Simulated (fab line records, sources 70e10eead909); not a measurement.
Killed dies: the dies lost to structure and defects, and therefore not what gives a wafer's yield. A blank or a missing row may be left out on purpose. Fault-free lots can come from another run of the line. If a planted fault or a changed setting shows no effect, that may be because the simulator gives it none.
Which tool did it? + flow nand harc + 12 lots, 36 wafers sampled, at 6 steps of a route of 1159

== WHAT THE GAUGES READ, wafer by wafer ==
NHARC_P_GATE_CD_MEAS_11: the cd target is 1640 nm.
| lot  | measured    | on        | cd nm (nm)           |
|------|-------------|-----------|----------------------|
| L662 | day 5 15:20 | cd sem-03 | 1639.7 1640.4 1640.0 |
| L661 | day 5 15:23 | cd sem-01 | 1638.6 1637.4 1638.2 |
| L659 | day 5 15:27 | cd sem-03 | 1640.8 1638.1 1639.4 |
| L663 | day 5 18:59 | cd sem-01 | - - -                |
| L667 | day 5 19:16 | cd sem-02 | 1637.2 1638.3 1638.2 |
| L671 | day 7 07:10 | cd sem-02 | 1638.3 1642.6 1641.3 |
| L673 | day 7 10:31 | cd sem-03 | 1640.2 1641.1 1642.4 |
| L675 | day 8 00:56 | cd sem-02 | 1641.3 1638.9 1639.2 |
| L677 | day 8 08:55 | cd sem-03 | 1642.8 1641.1 1640.5 |
| L676 | day 8 09:05 | cd sem-01 | 1643.0 1641.1 1642.4 |
| L680 | day 9 01:52 | cd sem-01 | 1638.0 1636.1 1637.6 |
| L682 | day 9 12:58 | cd sem-01 | 1641.3 1641.4 1639.8 |

NHARC_END_SORT_01.
| lot  | measured     | on        | killed at array | killed at other | killed at periphery | killed dies | killed open | killed short |
|------|--------------|-----------|-----------------|-----------------|---------------------|-------------|-------------|--------------|
| L663 | day 25 00:16 | prober-02 | 20 13 27        | 0 0 0           | 657 664 650         | 677 677 677 | 2 3 2       | 1 1 3        |

== WHICH TOOL RAN EACH LOT (tool, then ch and the chambers of the sampled wafers, then the start) ==
| lot  | NHARC_P_GATE_EXPOSE_08           | NHARC_P_GATE_HM_DEP_102       | NHARC_P_GATE_ETCH_104              | NHARC_P_GATE_HM_OPEN_105                      |
|------|----------------------------------|-------------------------------|------------------------------------|-----------------------------------------------|
| L662 | krf scanner-02 ch 0, day 5 15:11 | acl dep-02 ch 0, day 6 05:21  | rie diel-06 ch 0,2,3, day 6 07:11  | rie diel-06 ch 1,2,3, no start                |
| L661 | krf scanner-02 ch 0, day 5 15:13 | acl dep-03 ch 0, day 6 06:37  | rie diel-06 ch 1,3, day 6 08:53    | rie diel-06 ch 0,1,3, no start                |
| L659 | krf scanner-02 ch 0, day 5 15:17 | acl dep-01 ch 0, day 6 07:08  | rie diel-06 ch 0,2,3, day 6 09:10  | rie diel-06 ch 2,3, no start                  |
| L663 | krf scanner-02 ch 0, day 5 18:50 | acl dep-01 ch 0, day 6 09:00  | rie diel-06 ch 0,2,3, day 6 10:29  | rie diel-06 ch 0,1,2, day 25 00:16 or earlier |
| L667 | krf scanner-01 ch 0, day 5 19:06 | acl dep-03 ch 0, day 6 09:44  | rie diel-06 ch 1,2, day 6 11:38    | rie diel-06 ch 0,1,2, no start                |
| L671 | krf scanner-02 ch 0, day 7 07:01 | acl dep-02 ch 0, day 7 18:53  | rie diel-06 ch 1,2,3, day 7 20:35  | rie diel-06 ch 0,2, no start                  |
| L673 | krf scanner-02 ch 0, day 7 10:21 | acl dep-01 ch 0, day 8 00:59  | rie diel-06 ch 0,2,3, day 8 02:47  | rie diel-06 ch 1,2,3, no start                |
| L675 | krf scanner-01 ch 0, day 8 00:47 | acl dep-02 ch 0, day 8 14:13  | rie diel-05 ch 0,2, day 8 15:45    | rie diel-05 ch 0,1,2, no start                |
| L677 | krf scanner-02 ch 0, day 8 08:46 | acl dep-03 ch 0, day 8 21:14  | rie diel-06 ch 1,2,3, day 8 22:50  | rie diel-06 ch 0,1,2, no start                |
| L676 | krf scanner-04 ch 0, day 8 08:56 | acl dep-01 ch 0, day 8 21:34  | rie diel-05 ch 0,1,3, day 8 23:04  | rie diel-05 ch 0,1,3, no start                |
| L680 | krf scanner-04 ch 0, day 9 01:43 | acl dep-01 ch 0, day 9 14:32  | rie diel-05 ch 1,2, day 9 16:10    | rie diel-05 ch 1,2,3, no start                |
| L682 | krf scanner-04 ch 0, day 9 12:48 | acl dep-01 ch 0, day 10 03:26 | rie diel-06 ch 0,2,3, day 10 05:03 | rie diel-06 ch 1,3, no start                  |
- NHARC_P_GATE_EXPOSE_08: exposes mask P HV.
- NHARC_P_GATE_HM_DEP_102: deposits aC, target thk 120 nm.
- NHARC_P_GATE_ETCH_104: etches the open film in CF4/CHF3, target depth 60 nm.
- NHARC_P_GATE_HM_OPEN_105: chemistry O2/COS, target depth 360 nm.

== AS READ BY THE TOOLS THEMSELVES (means over the sampled wafers that have a number; for cases with no such wafer, the mark the record gives instead) ==
NHARC_P_GATE_HM_DEP_102.
| lot  | tool       | throttle valve pct (%) |
|------|------------|------------------------|
| L662 | acl dep-02 | 35.006                 |
| L661 | acl dep-03 | 34.987                 |
| L659 | acl dep-01 | 34.995                 |
| L663 | acl dep-01 | 35.001                 |
| L667 | acl dep-03 | 34.995                 |
| L671 | acl dep-02 | 34.992                 |
| L673 | acl dep-01 | 34.999                 |
| L675 | acl dep-02 | 34.989                 |
| L677 | acl dep-03 | 34.997                 |
| L676 | acl dep-01 | 35.005                 |
| L680 | acl dep-01 | 35.009                 |
| L682 | acl dep-01 | 35.004                 |

NHARC_P_GATE_ETCH_104.
| lot  | tool        | drypump motor current A (A) | oes product au (a.u.) | rf vpp V (V) | showerhead plenum p Torr (Torr) | throttle valve pct (%) |
|------|-------------|-----------------------------|-----------------------|--------------|---------------------------------|------------------------|
| L662 | rie diel-06 | 5.9                         | 0.931                 | 371.1        | 1.59                            | 16.798                 |
| L661 | rie diel-06 | 5.3                         | 0.921                 | 373.6        | 1.67                            | 16.821                 |
| L659 | rie diel-06 | 6.0                         | 0.944                 | 371.1        | 1.58                            | 16.794                 |
| L663 | rie diel-06 | 5.9                         | 0.953                 | 370.9        | 1.58                            | 16.804                 |
| L667 | rie diel-06 | 5.1                         | 0.931                 | 371.6        | 1.62                            | 16.805                 |
| L671 | rie diel-06 | 5.4                         | 0.944                 | 371.4        | 1.61                            | 16.811                 |
| L673 | rie diel-06 | 5.9                         | 0.917                 | 371.0        | 1.58                            | 16.802                 |
| L675 | rie diel-05 | 5.7                         | 0.960                 | 372.9        | 1.61                            | 16.795                 |
| L677 | rie diel-06 | 5.4                         | 0.922                 | 371.7        | 1.61                            | 16.806                 |
| L676 | rie diel-05 | 5.6                         | 0.919                 | 369.4        | 1.55                            | 16.797                 |
| L680 | rie diel-05 | 6.2                         | 0.926                 | 370.8        | 1.58                            | 16.802                 |
| L682 | rie diel-06 | 6.0                         | 0.923                 | 370.7        | 1.58                            | 16.812                 |

NHARC_P_GATE_HM_OPEN_105.
| lot  | tool        | drypump motor current A (A) | oes product au (a.u.) | rf vpp V (V) | showerhead plenum p Torr (Torr) | throttle valve pct (%) |
|------|-------------|-----------------------------|-----------------------|--------------|---------------------------------|------------------------|
| L662 | rie diel-06 | 5.4                         | 0.988                 | 468          | 3.20                            | 28.319                 |
| L661 | rie diel-06 | 5.8                         | 0.990                 | 470          | 3.27                            | 28.329                 |
| L659 | rie diel-06 | 5.5                         | 1.008                 | 466          | 3.07                            | 28.328                 |
| L663 | rie diel-06 | 5.7                         | 1.002                 | 467          | 3.17                            | 28.333                 |
| L667 | rie diel-06 | 5.7                         | 1.005                 | 468          | 3.17                            | 28.326                 |
| L671 | rie diel-06 | 6.2                         | 1.006                 | 467          | 3.12                            | 28.330                 |
| L673 | rie diel-06 | 5.4                         | 1.002                 | 469          | 3.19                            | 28.331                 |
| L675 | rie diel-05 | 5.9                         | 1.000                 | 469          | 3.17                            | 28.330                 |
| L677 | rie diel-06 | 5.7                         | 0.994                 | 468          | 3.16                            | 28.343                 |
| L676 | rie diel-05 | 5.6                         | 0.998                 | 467          | 3.09                            | 28.336                 |
| L680 | rie diel-05 | 6.0                         | 1.002                 | 467          | 3.12                            | 28.326                 |
| L682 | rie diel-06 | 5.6                         | 0.996                 | 470          | 3.29                            | 28.329                 |

== THE ANSWER, worked out from the rows above alone ==
Rule: usual is defined by the lots themselves. Put in order of their means at a reading, lots are off if they are a third of the lots or fewer, leave a main group of 4 or more, and stand apart from it by a gap of 3 or more times the standard deviation of the main group's means; of several such gaps the widest counts. A main group whose means are all the same, to the digits that the tables above print for the reading, isn't used. Also off: a lot with no number at a reading for which 4 or more lots have one. The other lots that the step has rows for count as sound. First the gauges in route order, then the tools' own readings, where a lot's mean is used as printed above. At the first step where some lot is off, the reading lying furthest off is the one used; lots without a number count as furthest.
Off, at NHARC_P_GATE_CD_MEAS_11 on cd nm: L663. Without a number there: L663. Mean 1639.9 nm and standard deviation 1.5 in the main group.
A tool fits if, at a process step before that reading, it ran every lot that is off, and no sound lot after the first of them. The gauges at NHARC_P_GATE_CD_MEAS_11 are tried like those tools. None of those tried fits.

== WHAT THE SIMULATOR HAD INSERTED ==
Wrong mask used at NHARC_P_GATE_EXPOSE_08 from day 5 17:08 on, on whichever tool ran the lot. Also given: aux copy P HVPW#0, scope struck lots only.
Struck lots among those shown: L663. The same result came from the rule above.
